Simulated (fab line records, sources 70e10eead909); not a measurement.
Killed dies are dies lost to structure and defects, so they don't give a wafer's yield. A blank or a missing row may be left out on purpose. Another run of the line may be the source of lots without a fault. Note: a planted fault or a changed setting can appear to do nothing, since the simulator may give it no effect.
Struck lot and sound lot, side by side | flow nand_harc | 40 out of 1159 route steps
Sound: wafers L827.1, L827.2, L827.6. Struck: wafer L825.4 (left out: L825.3, L825.6 of the same lot, which were not struck); the cause appears at the end.
For every step that has rows: the tool of each side, followed by ch and its chambers, followed by its first start. Under that, the readings that differ: sound wafers | struck wafers | difference of the means | sigmas: that difference in standard deviations of wafers without a fault.
alike: same words and numbers on both sides, and readings whose means sit less than 2 such deviations apart. not compared: any withheld reading, any reading some wafer has no value for, any bound like >300 that may hide the same value, and any number with overlapping values for which the record gives no deviation.
Wherever a step has rows on one side only, a row that says differs or no value, or a row with sigmas, the two part there. When numbers do not overlap yet have no deviation, they are printed without sigmas and do not part them. A reading that every wafer of one side lacks parts them only if that side has two wafers or more.

NHARC_A_BONDPAD_OVL_MEAS_35:
  sound: overlay-02 at day 21 10:49; struck: overlay-02 at day 20 03:34
  reading           | sound    | struck | difference | sigmas
  overlay_y_nm (nm) | -3 -2 -2 | 9      | +11        | +2
  alike: overlay_x_nm
then, 1 step without rows for these wafers: NHARC_A_BONDPAD_HARDBAKE_10 (time 65 s).
NHARC_A_BONDPAD_DESCUM_11: chemistry O2, time 3 s.
  sound on rie_diel-03 ch 1,3, day 21 10:56; struck on rie_diel-05 ch 1, day 20 03:41
  reading                         | sound          | struck | difference | sigmas
  showerhead_plenum_p_Torr (Torr) | 1.99 1.97 1.97 | 1.79   | -0.19      | -2
  alike: chamber_pressure_mTorr, drypump_motor_current_A, oes_product_au, rf_vpp_V, throttle_valve_pct
  not compared: rf_hours_counter_h
then, 2 steps without rows for these wafers: NHARC_A_BONDPAD_ETCH_34 (etches the open film in N2/H2, target depth 60 nm, overetch 18 nm, time 65.91 s); NHARC_A_BONDPAD_ETCH_12 (etches the open film in CHF3/O2, target depth 220 nm, time 110 s).
NHARC_A_BONDPAD_CD_MEAS_13:
  sound: cd_sem-03 at day 21 11:15; struck: cd_sem-03 at day 20 04:04
  alike: cd_nm
then, 1 step without rows for these wafers: NHARC_A_BONDPAD_STRIP_15 (strips in O2).
NHARC_A_BONDPAD_ETCH_24: etches the open film in CF4/N2, target depth 30 nm, time 72.99 s.
  sound on rie_diel-03 ch 1,2,3; struck on rie_diel-03 ch 2
  alike: chamber_pressure_mTorr, drypump_motor_current_A, oes_product_au, rf_vpp_V, showerhead_plenum_p_Torr, throttle_valve_pct
  not compared: rf_hours_counter_h
then, 2 steps without rows for these wafers: NHARC_A_BONDPAD_STRIP_16 (strips in post etch residue remover, time 600 s); NHARC_A_BONDPAD_DEGAS_25 (time 60 s).
NHARC_A_BONDPAD_PRE_CLEAN_26: time 30 s.
  sound on pvd_sputter-01; struck on pvd_sputter-02
  reading            | sound       | struck | difference | sigmas
  heater_power_w (W) | 443 399 449 | 355    | -75        | -2
then, 1 step without rows for these wafers: NHARC_A_BONDPAD_PVD_17 (deposits TaN, target thk 5 nm, time 8.06 s).
NHARC_A_BONDPAD_PVD_27: deposits Cu, target thk 30 nm, time 20.49 s.
  sound: pvd_sputter-01 at day 21 12:06; struck: pvd_sputter-02 at day 20 04:54
  alike: throttle_valve_pct
then, 4 steps without rows for these wafers: NHARC_A_BONDPAD_ECD_18 (material Cu, target thk 400 nm); NHARC_A_BONDPAD_ANNEAL_28 (time 90 s); NHARC_A_BONDPAD_CMP_19 (polishes, t overpolish 30 s, cu recess touch 16 s, target thk 169.8 nm); NHARC_A_BONDPAD_SRD_21 (time 30 s, dry time 20 s).
NHARC_A_BONDPAD_INSPECT_23:
  sound: defect_inspect-02 at day 21 13:31; struck: defect_inspect-01 at day 20 06:19
  alike: raw_defect_count
then, 5 steps without rows for these wafers: NHARC_HYBRID_BOND_ACTIVATE_00 (chemistry N2, time 60 s); NHARC_HYBRID_BOND_PRECLEAN_01 (cleans in DIW, time 300 s); NHARC_HYBRID_BOND_SRD_02 (time 30 s, dry time 20 s); NHARC_HYBRID_BOND_BOND_03; NHARC_HYBRID_BOND_ANNEAL_04 (time 7200 s).
NHARC_HYBRID_BOND_OVL_MEAS_05:
  the record has rows for the sound wafers here (overlay-01, day 22 01:22) and none for the struck ones
NHARC_HYBRID_BOND_INSPECT_06: inspects for defects (ir void).
  the record has rows for the sound wafers here (defect_inspect-02, day 22 01:26) and none for the struck ones
NHARC_THIN_TSV_GRIND_00:
  the record has rows for the sound wafers here (grinder-01 ch 0, day 22 01:35) and none for the struck ones
NHARC_THIN_TSV_CMP_01: polishes.
  the record has rows for the sound wafers here (cmp-02 ch 0,2, day 22 02:49) and none for the struck ones
NHARC_THIN_TSV_THK_MEAS_02: measures by ir.
  the record has rows for the sound wafers here (film_metro-01, day 22 03:05) and none for the struck ones
then, 11 steps without rows for these wafers: NHARC_THIN_TSV_SRD_03; NHARC_THIN_TSV_PRECLEAN_41 (cleans in SC1); NHARC_THIN_TSV_SRD_42; NHARC_THIN_TSV_DEP_43 (deposits SiO2, target thk 1328.5 nm); NHARC_THIN_TSV_DEHYDRATE_04 (time 120 s); NHARC_THIN_TSV_HMDS_05 (time 30 s); NHARC_THIN_TSV_COAT_06; NHARC_THIN_TSV_SOFTBAKE_07 (time 95 s); NHARC_THIN_TSV_EBR_08; NHARC_THIN_TSV_EXPOSE_09 (exposes mask TSV); NHARC_THIN_TSV_PEB_10 (peb time 85 s).
NHARC_END_SORT_01:
  here the record holds rows for the struck wafers (prober-02 ch 0, day 21 21:10) but none for the sound ones

## WHERE THEY PART
Last at NHARC_END_SORT_01 as far as this record goes, first at NHARC_A_BONDPAD_OVL_MEAS_35.

WHY: what the simulator had put in
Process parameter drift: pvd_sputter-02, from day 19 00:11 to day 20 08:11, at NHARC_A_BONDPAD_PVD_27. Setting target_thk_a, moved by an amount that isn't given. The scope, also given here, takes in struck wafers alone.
